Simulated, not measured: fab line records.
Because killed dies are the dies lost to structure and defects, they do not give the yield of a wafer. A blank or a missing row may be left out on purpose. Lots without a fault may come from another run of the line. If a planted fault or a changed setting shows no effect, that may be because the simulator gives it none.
fab line records | flow n5-finfet | part 1 of 2: steps 1 to 17 of 23
record: lots: 5 wafers: 15 last-day: 16
route steps=1938 shown DUMMY_GATE@229
lots with no fault: from the same line, run without faults
start-h: start of the lot's first displayed wafer, in hours after the record's first day | wait-h: hours from the lot's prior step to this one | " unchanged from the row above | L1.1+2: several wafers, shown together as one row | - value missing, or start not given | * or withheld: withheld | < > ~ a bound
route shown NAME@n: a module of which the file shows steps, and the number in the route of the first | usual: the fault-free wafers' mean and standard deviation | same: alike in all rows | chamber/n: place in a boat | sites: each site's reading | _std_site: standard deviation across them | _edge_site: the outer-site mean with the inner-site mean subtracted | radius-mm: how far each site lies from the wafer's centre | mask NAME#n: copy n | behind: tool/chamber where the wafer was last shaped | hold: reason for holding the lot/hours on hold/outcome of the hold | device: the transistor (n, p or np) that didn't switch | end of line: the tests these same wafers got at the end of their route | a step without rows: its recipe alone | killed: dies that structure and defects cost at the first sort, which is not the same as the wafer's yield | map: a wafer's dies, x killed, . not, _ none there
set.NAME: setting as actually run; set.NAME@STEP: the setting as run at that earlier step | model.NAME: the simulator's own value behind a step, which no gauge read
certain route steps with their lots: each step a table, each wafer a row
services: a tool's chamber out of use, with start hour (start-h, from the record's first day; less than 0 if before it), hours out, and reason
== steps ==
step: N5_DUMMY_GATE_PEB_13
recipe: peb-temp-c: 100 peb-time-s: 60 resist: CAR-EUV
columns lot.wafer tool chamber start-h wait-h
L076.2+5+6 litho-track-01 0 59.35 0.0
L080.3+5+6 litho-track-01 0 81.93 0.0
L083.3+5+6 litho-track-01 0 103.98 0.0
L084.2+4+5 litho-track-03 0 108.11 0.0
L091.1+5+6 litho-track-02 0 147.44 0.1
step: N5_DUMMY_GATE_DEVELOP_14
recipe: develop-time-s: 30 developer: TMAH resist: CAR-EUV rinse-liquid: surfactant-rinse dry: air-spin dev-temp-c: 23
columns lot.wafer tool chamber start-h wait-h
L076.2+5+6 litho-track-01 0 - -
L080.3+5+6 litho-track-01 0 - -
L083.3+5+6 litho-track-01 0 - -
L084.2+4+5 litho-track-03 0 - -
L091.1+5+6 litho-track-02 0 - -
step: N5_DUMMY_GATE_CD_MEAS_15
recipe: target-cd-nm: 25.8 landing-energy-ev: 500 detector: se-inlens
usual: cd-nm: 24.99/0.22
columns lot.wafer tool chamber start-h wait-h cd-nm
L076.2 cd-sem-01 0 59.42 - 24.58
L076.5 " 0 " " 25.25
L076.6 " 0 " " 25.13
L080.3 cd-sem-01 0 82.00 - 25.35
L080.5 " 0 " " 24.68
L080.6 " 0 " " 24.75
L083.3 cd-sem-03 0 104.05 - 25.25
L083.5 " 0 " " 25.15
L083.6 " 0 " " 24.85
L084.2 cd-sem-02 0 108.17 - 25.15
L084.4 " 0 " " 25.12
L084.5 " 0 " " 25.07
L091.1 cd-sem-03 0 147.51 - 24.92
L091.5 " 0 " " 25.03
L091.6 " 0 " " 24.68
step: N5_DUMMY_GATE_OVL_MEAS_16
recipe: points-per-wafer: 522
usual: GATE_OVL: 0.1/0.63
columns lot.wafer tool chamber start-h wait-h GATE_OVL[nm]
L076.2 overlay-02 0 59.46 0.0 -0.3
L076.5 " 0 " " -1.0
L076.6 " 0 " " -0.4
L080.3 overlay-02 0 82.04 0.0 0.1
L080.5 " 0 " " 0.6
L080.6 " 0 " " -0.1
L083.3 overlay-01 0 104.10 0.0 -1.5
L083.5 " 0 " " -0.1
L083.6 " 0 " " -0.6
L084.2 overlay-01 0 108.22 0.0 1.2
L084.4 " 0 " " 0.8
L084.5 " 0 " " 0.5
L091.1 overlay-01 0 147.55 0.0 0.6
L091.5 " 0 " " 0.5
L091.6 " 0 " " 0.2
step: N5_DUMMY_GATE_INSPECT_17
recipe: mode: adi inspect-instrument: brightfield
usual: raw-defect-count: 202/54
columns lot.wafer tool chamber start-h wait-h raw-defect-count
L076.2 defect-inspect-02 - 59.51 0.0 251
L076.5 " - " " 405
L076.6 " - " " 178
L080.3 defect-inspect-01 - 82.09 0.0 135
L080.5 " - " " 174
L080.6 " - " " 239
L083.3 defect-inspect-01 - 104.15 0.0 328
L083.5 " - " " 298
L083.6 " - " " 302
L084.2 defect-inspect-01 - 108.39 0.2 130
L084.4 " - " " 160
L084.5 " - " " 150
L091.1 defect-inspect-01 - 147.60 0.1 205
L091.5 " - " " 340
L091.6 " - " " 194
step: N5_DUMMY_GATE_DESCUM_20
recipe: chemistry: O2 time-s: 6.2 source-power-w: 50 bias-power-w: 20 pressure-mtorr: 20 rf-frequency-hz: 2.712e+07 temp-c: 40 resist: CAR-EUV o2-flow-sccm: 225
usual: drypump-motor-current-A: 5.6/0.47 oes-product-au: 0.76/0.071 rf-vpp-V: 243.5/1.7 showerhead-plenum-p-Torr: 2.11/0.095 throttle-valve-pct: 20.49/0.24
same: time-s: 6.2
columns lot.wafer tool chamber start-h wait-h drypump-motor-current-A oes-product-au rf-hours-counter-h rf-vpp-V showerhead-plenum-p-Torr throttle-valve-pct
L076.2 rie-diel-05 1 59.55 0.0 5.6 0.95 12 243.1 2.15 20.45
L076.5 " 1 " " 5.7 0.95 - 245.7 2.15 20.44
L076.6 " 0 " " 6.1 0.74 - 241.3 1.98 20.53
L080.3 rie-diel-02 0 82.14 0.0 5.2 0.77 119 245.6 2.20 20.78
L080.5 " 2 " " 5.0 0.69 - 240.4 1.96 20.33
L080.6 " 3 " " 5.5 0.77 - 246.5 2.18 20.48
L083.3 rie-diel-06 0 104.48 0.3 5.1 0.75 130 243.3 2.00 20.33
L083.5 " 2 " " 5.9 0.68 - 243.5 2.06 20.66
L083.6 " 1 " " 6.6 0.92 - 244.3 2.21 19.93
L084.2 rie-diel-02 3 108.42 0.0 5.5 0.77 125 244.4 2.17 20.50
L084.4 " 0 " " 5.2 0.77 - 243.3 2.19 20.79
L084.5 " 3 " " 5.5 0.77 - 244.2 2.17 20.51
L091.1 rie-diel-05 1 147.92 0.3 5.7 0.88 38 244.8 2.14 20.48
L091.5 " 1 " " 5.7 0.89 - 243.8 2.14 20.50
L091.6 " 2 " " 5.0 0.72 - 244.3 2.15 20.74
step: N5_DUMMY_GATE_ETCH_29
recipe: chemistry: N2/H2 target: underlayer target-depth-a: 130 ion-energy-ev: 200 pressure-mtorr: 30 source-w: 840 bias-w: 150 n2-flow-sccm: 200 h2-flow-sccm: 200
usual: drypump-motor-current-A: 5.6/0.47 oes-product-au: 0.76/0.065 rf-vpp-V: 525/3.1 showerhead-plenum-p-Torr: 2.57/0.11 throttle-valve-pct: 18.02/0.29
columns lot.wafer tool chamber start-h wait-h drypump-motor-current-A oes-product-au rf-hours-counter-h rf-vpp-V showerhead-plenum-p-Torr throttle-valve-pct
L076.2 rie-diel-05 1 59.61 0.0 5.7 0.93 12 525 2.60 17.87
L076.5 " 1 " " 5.7 0.93 - 525 2.60 17.85
L076.6 " 0 " " 6.2 0.77 - 520 2.42 18.07
L080.3 rie-diel-02 0 82.20 0.0 5.2 0.76 119 528 2.65 18.04
L080.5 " 2 " " 5.0 0.68 - 522 2.39 17.82
L080.6 " 3 " " 5.5 0.76 - 527 2.66 18.01
L083.3 rie-diel-06 0 104.55 0.0 5.1 0.77 130 520 2.43 17.74
L083.5 " 2 " " 5.9 0.69 - 523 2.51 18.18
L083.6 " 1 " " 6.6 0.91 - 528 2.71 17.55
L084.2 rie-diel-02 3 108.49 0.0 5.5 0.76 125 528 2.66 18.04
L084.4 " 0 " " 5.2 0.76 - 527 2.65 18.05
L084.5 " 3 " " 5.5 0.76 - 527 2.66 18.04
L091.1 rie-diel-05 1 147.98 0.0 5.7 0.88 38 524 2.59 17.90
L091.5 " 1 " " 5.7 0.87 - 526 2.59 17.92
L091.6 " 2 " " 5.0 0.72 - 525 2.65 18.57
step: N5_DUMMY_GATE_ETCH_36
recipe: chemistry: CF4 target: SiARC target-depth-a: 130 pressure-mtorr: 40 source-w: 545 bias-w: 36 Ar_flow_sccm: 100 cf4-flow-sccm: 100 ion-energy-ev: 80
usual: cf4-flow-sccm: 99.97/0.3 drypump-motor-current-A: 5.6/0.47 oes-product-au: 0.76/0.066 rf-vpp-V: 184.3/1.3 showerhead-plenum-p-Torr: 2.16/0.09 throttle-valve-pct: 15.72/0.23
columns lot.wafer tool chamber start-h wait-h cf4-flow-sccm drypump-motor-current-A oes-product-au rf-hours-counter-h rf-vpp-V showerhead-plenum-p-Torr throttle-valve-pct
L076.2 rie-diel-05 1 59.65 0.0 99.76 5.7 0.93 12 184.8 2.18 15.48
L076.5 " 1 " " 99.97 5.7 0.93 - 183.5 2.18 15.48
L076.6 " 0 " " 100.01 6.2 0.76 - 182.8 2.04 15.81
L080.3 rie-diel-02 0 82.24 0.0 99.94 5.2 0.76 119 185.7 2.23 15.92
L080.5 " 2 " " 99.83 5.0 0.68 - 183.9 2.04 15.73
L080.6 " 3 " " 99.82 5.5 0.77 - 185.0 2.24 15.76
L083.3 rie-diel-06 0 104.59 0.0 100.51 5.1 0.76 130 184.0 2.05 15.58
L083.5 " 2 " " 100.01 5.9 0.69 - 184.6 2.12 15.96
L083.6 " 1 " " 99.19 6.6 0.91 - 185.5 2.27 15.22
L084.2 rie-diel-02 3 108.53 0.0 99.97 5.5 0.76 125 185.7 2.24 15.78
L084.4 " 0 " " 99.86 5.2 0.76 - 184.7 2.23 15.92
L084.5 " 3 " " 99.38 5.5 0.77 - 186.4 2.24 15.77
L091.1 rie-diel-05 1 148.02 0.0 99.95 5.7 0.85 38 184.2 2.17 15.54
L091.5 " 1 " " 99.74 5.7 0.87 - 185.5 2.18 15.52
L091.6 " 2 " " 99.95 5.0 0.73 - 185.2 2.21 15.97
step: N5_DUMMY_GATE_ETCH_37
recipe: chemistry: N2/H2 target: SOC target-depth-a: 600 overetch-a: 300 temp-c: 40 ion-energy-ev: 200 pressure-mtorr: 30 source-w: 840 bias-w: 150 n2-flow-sccm: 200 h2-flow-sccm: 200
usual: drypump-motor-current-A: 5.6/0.47 oes-product-au: 0.60/0.052 rf-vpp-V: 525/3.2 showerhead-plenum-p-Torr: 2.57/0.11 throttle-valve-pct: 17.95/0.29
columns lot.wafer tool chamber start-h wait-h drypump-motor-current-A oes-product-au rf-hours-counter-h rf-vpp-V showerhead-plenum-p-Torr throttle-valve-pct
L076.2 rie-diel-05 1 59.69 0.0 5.7 0.74 12 526 2.60 17.80
L076.5 " 1 " " 5.7 0.74 - 527 2.60 17.80
L076.6 " 0 " " 6.2 0.59 - 520 2.42 18.01
L080.3 rie-diel-02 0 82.28 0.0 5.2 0.62 119 528 2.65 17.96
L080.5 " 2 " " 5.0 0.55 - 520 2.39 17.74
L080.6 " 3 " " 5.5 0.61 - 528 2.66 17.94
L083.3 rie-diel-06 0 104.63 0.0 5.1 0.60 130 522 2.43 17.70
L083.5 " 2 " " 5.9 0.54 - 523 2.51 18.13
L083.6 " 1 " " 6.6 0.73 - 529 2.71 17.46
L084.2 rie-diel-02 3 108.57 0.0 5.5 0.61 125 527 2.66 17.96
L084.4 " 0 " " 5.2 0.60 - 527 2.65 17.98
L084.5 " 3 " " 5.5 0.61 - 527 2.66 17.96
L091.1 rie-diel-05 1 148.06 0.0 5.7 0.69 38 525 2.59 17.84
L091.5 " 1 " " 5.7 0.70 - 525 2.59 17.84
L091.6 " 2 " " 5.0 0.58 - 527 2.66 18.51
step: N5_DUMMY_GATE_STRIP_38
recipe: chemistry: N2/H2 temp-c: 40 n2-flow-sccm: 200 h2-flow-sccm: 200 rf-frequency-hz: 6e+07
columns lot.wafer tool chamber start-h wait-h
L076.2+5+6 rie-diel-05 1,1,0 59.73 0.0
L080.3+5+6 rie-diel-02 0,2,3 82.32 0.0
L083.3+5+6 rie-diel-06 0,2,1 104.67 0.0
L084.2+4+5 rie-diel-02 3,0,3 108.61 0.0
L091.1+5+6 rie-diel-05 1,1,2 148.10 0.0
step: N5_DUMMY_GATE_STRIP_39
recipe: chemistry: N2/H2 temp-c: 40 n2-flow-sccm: 200 h2-flow-sccm: 200 rf-frequency-hz: 6e+07
columns lot.wafer tool chamber start-h wait-h
L076.2+5+6 rie-diel-05 1,1,0 59.74 0.0
L080.3+5+6 rie-diel-02 0,2,3 82.33 0.0
L083.3+5+6 rie-diel-06 0,2,1 104.68 0.0
L084.2+4+5 rie-diel-02 3,0,3 108.62 0.0
L091.1+5+6 rie-diel-05 1,1,2 148.11 0.0
step: N5_DUMMY_GATE_TRIM_49
recipe: chemistry: O2 resist: SOC time-s: 29 target-cd-nm: 14 source-power-w: 300 bias-power-w: 0 O2_flow_sccm: 100 temp-c: 20
usual: O2_flow_sccm: 100.03/0.27 drypump-motor-current-A: 5.5/0.4 oes-product-au: 0.997/0.014 throttle-valve-pct: 8.24/0.061
same: time-s: 29
columns lot.wafer tool chamber start-h wait-h O2_flow_sccm drypump-motor-current-A oes-product-au rf-hours-counter-h throttle-valve-pct
L076.2 rie-si-05 2 59.77 0.0 100.33 5.5 0.981 158 8.28
L076.5 " 1 " " 99.87 5.5 0.993 - 8.25
L076.6 " 0 " " 100.08 6.3 0.988 - 8.22
L080.3 rie-si-04 3 82.36 0.0 99.98 5.3 0.974 128 8.18
L080.5 " 2 " " 100.33 5.0 0.999 - 8.30
L080.6 " 3 " " 100.53 5.3 0.981 - 8.19
L083.3 rie-si-05 3 104.71 0.0 99.57 5.7 0.994 187 8.26
L083.5 " 1 " " 99.21 5.5 0.992 - 8.25
L083.6 " 3 " " 100.23 5.7 0.984 - 8.24
L084.2 rie-si-04 2 108.65 0.0 99.86 5.0 1.014 159 8.29
L084.4 " 3 " " 99.82 5.3 0.980 129 8.16
L084.5 " 2 " " 100.34 5.0 1.003 - 8.29
L091.1 rie-si-05 2 148.14 0.0 100.19 5.5 0.978 160 8.29
L091.5 " 2 " " 99.78 5.5 0.988 - 8.31
L091.6 " 1 " " 99.95 5.6 0.997 - 8.25
step: N5_DUMMY_GATE_STRIP_40
recipe: chemistry: CF4 resist: SiARC power-w: 300 bias-power-w: 75 pressure-mtorr: 50 cf4-flow-sccm: 150 rf-frequency-hz: 6e+07
usual: cf4-flow-sccm: 150.0/0.44 drypump-motor-current-A: 5.8/0.55 oes-product-au: 0.76/0.075 rf-vpp-V: 271.7/1.8 showerhead-plenum-p-Torr: 1.82/0.071 throttle-valve-pct: 13.65/0.28
columns lot.wafer tool chamber start-h wait-h cf4-flow-sccm drypump-motor-current-A oes-product-au rf-hours-counter-h rf-vpp-V showerhead-plenum-p-Torr throttle-valve-pct
L076.2 rie-diel-06 2 59.87 0.1 149.6 5.9 0.68 207 270.2 1.79 13.95
L076.5 " 2 " " 149.9 5.9 0.69 - 270.8 1.79 13.95
L076.6 " 3 " " 150.4 6.5 0.77 - 274.6 1.88 13.39
L080.3 rie-diel-06 2 82.46 0.1 150.1 5.9 0.68 213 271.2 1.79 13.97
L080.5 " 3 " " 150.3 6.4 0.76 - 271.4 1.88 13.43
L080.6 " 2 " " 149.3 5.9 0.68 - 271.8 1.79 13.96
L083.3 rie-diel-02 1 104.95 0.2 149.8 5.6 0.70 232 269.6 1.70 14.06
L083.5 " 3 " " 150.0 5.5 0.76 - 271.9 1.88 13.74
L083.6 " 0 " " 149.4 5.2 0.76 - 273.9 1.87 13.91
L084.2 rie-diel-02 0 108.74 0.1 149.8 5.2 0.76 127 274.9 1.87 13.91
L084.4 " 3 " " 149.7 5.5 0.76 - 274.3 1.88 13.77
L084.5 " 1 " " 150.6 5.6 0.70 - 269.7 1.70 14.05
L091.1 rie-diel-05 1 148.24 0.1 150.3 5.7 0.86 39 271.0 1.83 13.50
L091.5 " 1 " " 150.3 5.7 0.86 - 273.7 1.83 13.53
L091.6 " 3 " " 150.0 5.6 0.74 - 274.2 1.87 13.42
step: N5_DUMMY_GATE_CD_MEAS_50
recipe: target-cd-nm: 14
usual: cd-nm: 14.0/0.36
columns lot.wafer tool chamber start-h wait-h cd-nm
L076.2 cd-sem-03 - 59.92 0.0 13.7
L076.5 " - " " 14.0
L076.6 " - " " 13.8
L080.3 cd-sem-02 - 82.52 0.0 13.8
L080.5 " - " " 14.0
L080.6 " - " " 14.3
L083.3 cd-sem-03 - 105.01 0.0 14.0
L083.5 " - " " 13.9
L083.6 " - " " 14.0
L084.2 cd-sem-03 - 108.80 0.0 14.1
L084.4 " - " " 14.4
L084.5 " - " " 13.5
L091.1 cd-sem-02 - 148.29 0.0 14.2
L091.5 " - " " 14.2
L091.6 " - " " 13.7
step: N5_DUMMY_GATE_ETCH_31
recipe: chemistry: C4F6/O2 target: SiO2 mask-material: SOC target-depth-a: 825 time-s: 27.5 ion-energy-ev: 250 pressure-mtorr: 30 source-w: 345 bias-w: 185 Ar_flow_sccm: 300 C4F6_flow_sccm: 10 O2_flow_sccm: 10
usual: O2_flow_sccm: 10.001/0.029 drypump-motor-current-A: 5.7/0.53 oes-product-au: 0.78/0.076 rf-vpp-V: 669/9 showerhead-plenum-p-Torr: 2.88/0.11 throttle-valve-pct: 21.18/0.28
same: time-s: 27.5
columns lot.wafer tool chamber start-h wait-h O2_flow_sccm drypump-motor-current-A oes-product-au rf-hours-counter-h rf-vpp-V showerhead-plenum-p-Torr throttle-valve-pct
L076.2 rie-diel-06 0 59.97 0.0 10.042 5.2 0.77 116 665 2.74 21.10
L076.5 " 1 " " 9.979 6.6 0.97 - 673 3.02 20.72
L076.6 " 0 " " 10.031 5.2 0.77 - 666 2.74 21.10
L080.3 rie-diel-05 1 82.63 0.1 10.014 5.7 0.91 17 683 2.88 21.02
L080.5 " 3 " " 9.965 5.6 0.76 - 672 2.98 20.96
L080.6 " 2 " " 9.991 5.0 0.74 - 666 2.97 21.66
L083.3 rie-diel-05 0 105.07 0.1 10.025 6.2 0.74 203 667 2.69 21.28
L083.5 " 3 " " 10.005 5.6 0.75 - 671 2.98 20.97
L083.6 " 2 " " 9.951 5.0 0.75 - 666 2.97 21.67
L084.2 rie-diel-05 1 108.84 0.0 10.020 5.7 0.90 24 682 2.88 21.03
L084.4 " 2 " " 9.917 5.0 0.75 167 666 2.97 21.67
L084.5 " 2 " " 9.972 5.0 0.75 - 665 2.97 21.66
L091.1 rie-diel-05 3 148.34 0.0 9.979 5.6 0.74 156 671 2.97 20.98
L091.5 " 2 " " 10.023 5.0 0.74 - 666 2.96 21.70
L091.6 " 1 " " 10.059 5.7 0.88 - 681 2.87 21.06
step: N5_DUMMY_GATE_STRIP_41
recipe: chemistry: O2 power-w: 400 temp-c: 40 pressure-mtorr: 30 rf-frequency-hz: 6e+07 bias-power-w: 0 overash-fraction: 0.3 o2-flow-sccm: 225
usual: drypump-motor-current-A: 5.7/0.53 oes-product-au: 0.78/0.08 rf-vpp-V: 3.7/0.49 showerhead-plenum-p-Torr: 2.12/0.085 throttle-valve-pct: 16.69/0.25
columns lot.wafer tool chamber start-h wait-h drypump-motor-current-A oes-product-au rf-hours-counter-h rf-vpp-V showerhead-plenum-p-Torr throttle-valve-pct
L076.2 rie-diel-06 0 60.02 0.0 5.1 0.77 116 3.4 2.01 16.59
L076.5 " 1 " " 6.6 0.97 - 3.1 2.22 16.18
L076.6 " 0 " " 5.1 0.78 - 2.9 2.01 16.57
L080.3 rie-diel-05 1 82.67 0.0 5.7 0.93 17 3.5 2.15 16.63
L080.5 " 3 " " 5.6 0.78 - 4.5 2.20 16.45
L080.6 " 2 " " 5.0 0.74 - 4.0 2.16 16.95
L083.3 rie-diel-05 0 105.11 0.0 6.1 0.72 203 4.0 1.98 16.83
L083.5 " 3 " " 5.6 0.76 - 3.1 2.19 16.46
L083.6 " 2 " " 5.0 0.74 - 3.5 2.16 16.96
L084.2 rie-diel-05 1 108.89 0.0 5.7 0.90 24 4.0 2.15 16.64
L084.4 " 2 " " 5.0 0.74 167 4.0 2.16 16.96
L084.5 " 2 " " 5.0 0.73 - 4.4 2.16 16.95
L091.1 rie-diel-05 3 148.39 0.0 5.6 0.74 156 4.6 2.19 16.51
L091.5 " 2 " " 5.0 0.72 - 3.2 2.15 16.98
L091.6 " 1 " " 5.7 0.89 - 4.5 2.14 16.64
step: N5_DUMMY_GATE_HM_OPEN_21
recipe: chemistry: CH3F/O2 target: SiNx target-depth-a: 1200 Ar_flow_sccm: 150 CH3F_flow_sccm: 30 O2_flow_sccm: 23 time-s: 171.4 pressure-mtorr: 30 source-w: 395 bias-w: 73 ion-energy-ev: 120.7
usual: O2_flow_sccm: 23.00/0.072 drypump-motor-current-A: 5.7/0.53 oes-product-au: 0.77/0.075 rf-vpp-V: 301/3.9 showerhead-plenum-p-Torr: 2.04/0.082 throttle-valve-pct: 16.50/0.27
same: time-s: 171.4
columns lot.wafer tool chamber start-h wait-h O2_flow_sccm drypump-motor-current-A oes-product-au rf-hours-counter-h rf-vpp-V showerhead-plenum-p-Torr throttle-valve-pct
L076.2 rie-diel-06 0 60.06 0.0 23.05 5.1 0.77 116 300 1.94 16.43
L076.5 " 1 " " 22.94 6.6 0.94 - 301 2.14 15.99
L076.6 " 0 " " 22.95 5.1 0.76 - 299 1.94 16.43
L080.3 rie-diel-05 1 82.71 0.0 22.88 5.7 0.91 17 305 2.05 16.30
L080.5 " 3 " " 23.06 5.6 0.75 - 302 2.12 16.28
L080.6 " 2 " " 22.95 5.0 0.75 - 299 2.11 16.87
L083.3 rie-diel-05 0 105.15 0.0 23.01 6.2 0.73 203 301 1.91 16.65
L083.5 " 3 " " 23.02 5.6 0.76 - 303 2.12 16.27
L083.6 " 2 " " 22.87 5.0 0.74 - 299 2.11 16.89
L084.2 rie-diel-05 1 108.93 0.0 23.05 5.7 0.90 24 305 2.05 16.29
L084.4 " 2 " " 23.02 5.0 0.74 167 301 2.11 16.88
L084.5 " 2 " " 22.99 5.0 0.74 - 301 2.11 16.89
L091.1 rie-diel-05 3 148.43 0.0 22.96 5.6 0.74 156 303 2.11 16.31
L091.5 " 2 " " 23.03 5.0 0.73 - 299 2.10 16.92
L091.6 " 1 " " 23.12 5.7 0.88 - 305 2.04 16.34
